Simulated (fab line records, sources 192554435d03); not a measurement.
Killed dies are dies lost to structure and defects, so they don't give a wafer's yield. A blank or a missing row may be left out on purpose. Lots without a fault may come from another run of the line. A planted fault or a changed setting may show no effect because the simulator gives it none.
Chamber matching | flow n5_finfet | N5_MOL_CONTACT_COAG_VIA_ETCH_46 on rie_diel-04: 4 sister chambers
The step etches SiO2 in C4F6/O2, target depth 46 nm, overetch 9.2 nm, time 40 s. 14 wafers are shown with their chamber, then 7 later ones without.

WAFERS WITH THEIR CHAMBER
wafer  | chamber | drypump_motor_current_A (A) | showerhead_plenum_p_Torr (Torr) | rf_vpp_V (V)
L076.2 | 2       | 6.8                         | 2.83                            | 1586
L076.3 | 1       | 5.7                         | 2.72                            | 1568
L076.6 | 2       | 6.8                         | 2.83                            | 1587
L078.1 | 0       | 5.0                         | 2.78                            | 1554
L078.3 | 1       | 5.7                         | 2.71                            | 1568
L078.6 | 0       | 5.0                         | 2.78                            | 1553
L080.1 | 1       | 5.7                         | 2.71                            | 1566
L080.3 | 2       | 6.8                         | 2.83                            | 1587
L080.4 | 3       | 5.8                         | 2.86                            | 1562
L082.1 | 3       | 5.8                         | 2.86                            | 1562
L082.3 | 0       | 4.9                         | 2.78                            | 1555
L082.6 | 3       | 5.8                         | 2.86                            | 1561
L084.3 | 0       | 4.9                         | 2.78                            | 1555
L084.4 | 2       | 6.8                         | 2.82                            | 1586

SIGNATURES (means of the wafers above)
reading                  | chamber 0 | chamber 1 | chamber 2 | chamber 3 | scatter within a chamber
drypump_motor_current_A  | 4.950     | 5.700     | 6.800     | 5.800     | 0.0316
showerhead_plenum_p_Torr | 2.7800    | 2.7133    | 2.8275    | 2.8600    | 0.00376
rf_vpp_V                 | 1554.25   | 1567.33   | 1586.50   | 1561.67   | 0.842
Rule: a wafer's distance from a chamber is the root of the sum, over the readings, of the square of ((its reading less the chamber's mean) divided by the reading's scatter). The wafer belongs to the nearest chamber; if the next one is less than 2 further off, it can't be placed. The scatter: the root of (the sum of the squares of (reading less its chamber's mean) over the shown wafers, divided by (wafers less chambers)).

WAFERS WITHOUT THEIR CHAMBER
wafer  | drypump_motor_current_A (A) | showerhead_plenum_p_Torr (Torr) | rf_vpp_V (V)
L084.6 | 5.7                         | 2.71                            | 1568
L087.1 | 5.8                         | 2.85                            | 1559
L087.4 | 4.9                         | 2.77                            | 1554
L087.5 | 5.0                         | 2.78                            | 1555
L096.3 | 5.8                         | 2.84                            | 1559
L096.4 | 5.7                         | 2.70                            | 1566
L096.5 | 5.0                         | 2.77                            | 1555

WHICH CHAMBER EACH WENT THROUGH
wafer  | from the rows above | in truth
L084.6 | 1                   | 1
L087.1 | 3                   | 3
L087.4 | 0                   | 0
L087.5 | 0                   | 0
L096.3 | 3                   | 3
L096.4 | 1                   | 1
L096.5 | 0                   | 0
Placed correctly: 7 of 7. Can't be placed from these rows: 0. Placed wrongly: 0.
